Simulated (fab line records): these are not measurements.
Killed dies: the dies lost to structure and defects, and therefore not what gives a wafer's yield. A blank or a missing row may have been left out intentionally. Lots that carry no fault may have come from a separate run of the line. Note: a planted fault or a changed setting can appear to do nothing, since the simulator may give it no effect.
Code-filled problem report in 8D (eight disciplines) form + flow n5 finfet + the parts of the form that need people (team, actions taken, sign-off) are left out

## 1. WHAT WENT WRONG
Wafers without a fault read 55.0 nm, standard deviation 1; trench depth nm at N5_BEOL_M4_OCD_MEAS_38 reads a mean of 49.5 nm on 2 wafers belonging to 2 lots. Relative to the usual mean, that is a shift of -5.5 standard deviations.
The first sign was on wafer L816.4 at day 10 16:38, on ocd-02. At this step, 12 wafers from 4 lots have a number in the record. Rule for "out", or "out of limits": more than 4 standard deviations from the usual mean. The rest of the wafers with a number are treated as sound.

## 2. WHAT IT IS, WHAT IT ISN'T
| question                    | is                | is not                                                                   |
|-----------------------------|-------------------|--------------------------------------------------------------------------|
| which readings at this step | trench depth nm   | -                                                                        |
| which lots                  | L816, L818        | L804, L827                                                               |
| which wafers of those lots  | L816.4, L818.3    | L816.5, L816.6, L818.2, L818.6                                           |
| read on which gauges        | ocd-01, ocd-02    | -                                                                        |
| when                        | from day 10 16:38 | up to then (5 sound wafers); but 5 sound wafers of L818, L827 came after |

## 3. WHAT RULES OUT EACH SUSPECT
Counting: any tool at a process step up to the reading remains a suspect provided it ran every lot that is out. Sound lots after the first of them don't rule it out here, since some wafers of a struck lot are sound.
- the gauge at N5_BEOL_M4_OCD_MEAS_38: ruled out. Those wafers that are out were read across 2 gauges (ocd-01, ocd-02).
- rie diel-03 at N5_BEOL_M4_TRENCH_ETCH_37 (etches SiOC in C4F6/O2, target depth 55.555 nm, time 29.2 s): kept. Ran every lot that is out, first one L816 (day 10 16:29); last sound lot up to then L804 (day 7 17:45). On those wafers its own readings are out: run length s.
- rie diel-03, N5_BEOL_M4_TRENCH_ETCH_37: wafers that are out in chamber 2, sound lot-mates in chambers 0, 1, 3.
The count leaves rie diel-03 at N5_BEOL_M4_TRENCH_ETCH_37.

## 4. THE CAUSE (what the simulator had put in)
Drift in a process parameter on rie diel-03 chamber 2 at N5_BEOL_M4_TRENCH_ETCH_37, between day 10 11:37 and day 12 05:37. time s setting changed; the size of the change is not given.
This tool alone remained once counting was done.

## 5. THE EFFECT CHAIN, in route order
Rows list readings where the struck wafers' mean (over those with a number) sits beyond 3 standard deviations from the usual. Readings are gone through only where the record gives a usual standard deviation; hours: the median, over the lots, of the time from a lot's start at the first step in this table giving one to that lot's start at this step; sigmas: the change measured in usual standard deviations.
| hours | step                      | reading         | usual       | on struck wafers | change | sigmas |
|-------|---------------------------|-----------------|-------------|------------------|--------|--------|
| 0     | N5_BEOL_M4_TRENCH_ETCH_37 | run length s    | 52.5 s      | 50.2             | -2.3   | -5.2   |
| 0     | N5_BEOL_M4_OCD_MEAS_38    | trench depth nm | 55.0 nm     | 49.5             | -5.5   | -5.5   |
| 5     | N5_BEOL_M4_RS_MEAS_58     | M4_RS           | 0.68 ohm/sq | 0.83             | +0.15  | +4.2   |
It contains these process steps:
- N5_BEOL_M4_TRENCH_ETCH_37: etches SiOC in C4F6/O2, target depth 55.555 nm, time 29.2 s.
Later measuring or inspecting steps at which every struck wafer that the step has a row for has a number for every such reading, and none has moved that far: N5_BEOL_M4_RC_MEAS_101.

## 6. HOW IT WOULD HAVE BEEN CAUGHT EARLIER
Counted from the fault's start at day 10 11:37, it took 5 hours until the first out-of-limits reading at a measuring or inspecting step in this record, taken at day 10 16:38.
At N5_BEOL_M4_TRENCH_ETCH_37, the tool's own readings (run length s) were out on each struck wafer the step has a row for, so an alarm limit on them would have fired on the first such wafer.
L818, from the lots that are out (2), started N5_BEOL_M4_TRENCH_ETCH_37 on rie diel-03 later than day 10 16:38. Had the tool been put on hold then, it would have been spared.
